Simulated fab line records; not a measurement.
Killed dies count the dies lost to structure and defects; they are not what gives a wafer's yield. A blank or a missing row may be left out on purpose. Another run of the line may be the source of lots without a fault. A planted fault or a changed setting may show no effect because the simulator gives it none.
Chamber matching -- flow n5_finfet -- N5_SD_EPI_N_ETCH_34 on rie_diel-06 has 4 sister chambers
The step etches SiARC in CF4, target depth 45.5 nm, time 75.8 s. 4 wafers are shown with their chamber, then 10 later ones without.

EACH WAFER AND ITS CHAMBER
wafer,chamber,showerhead_plenum_p_Torr (Torr)
L084.1,3,2.08
L084.3,2,2.20
L088.3,0,2.27
L088.4,1,2.11

WAFERS MISSING THEIR CHAMBER
wafer,showerhead_plenum_p_Torr (Torr)
L088.6,2.07
L092.1,2.10
L092.2,2.20
L092.5,2.26
L094.2,2.10
L094.3,2.26
L094.6,2.07
L097.2,2.26
L097.4,2.20
L097.5,2.20

WHICH CHAMBER EACH WENT THROUGH
wafer,from the rows above,in truth
L088.6,3,3
L092.1,can't be placed: 1 or 3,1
L092.2,2,2
L092.5,0,0
L094.2,can't be placed: 1 or 3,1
L094.3,0,0
L094.6,3,3
L097.2,0,0
L097.4,2,2
L097.5,2,2
8 of 10 placed correctly. Cannot be placed on the basis of these rows: 2; the candidates contain the true chamber in 2. 0 placed wrongly.
How it was worked out, from the rows above alone: a wafer's distance from a chamber is the root of the sum, over the readings, of the square of ((its reading less the chamber's mean) divided by the reading's scatter). If the next closest chamber is less than 2 further off than the closest, the wafer can't be placed; otherwise it belongs to the closest. A chamber's mean is the mean of its shown wafers. The scatter: root of mean squared gap, hidden wafer to nearest shown wafer, with one shown wafer a chamber.
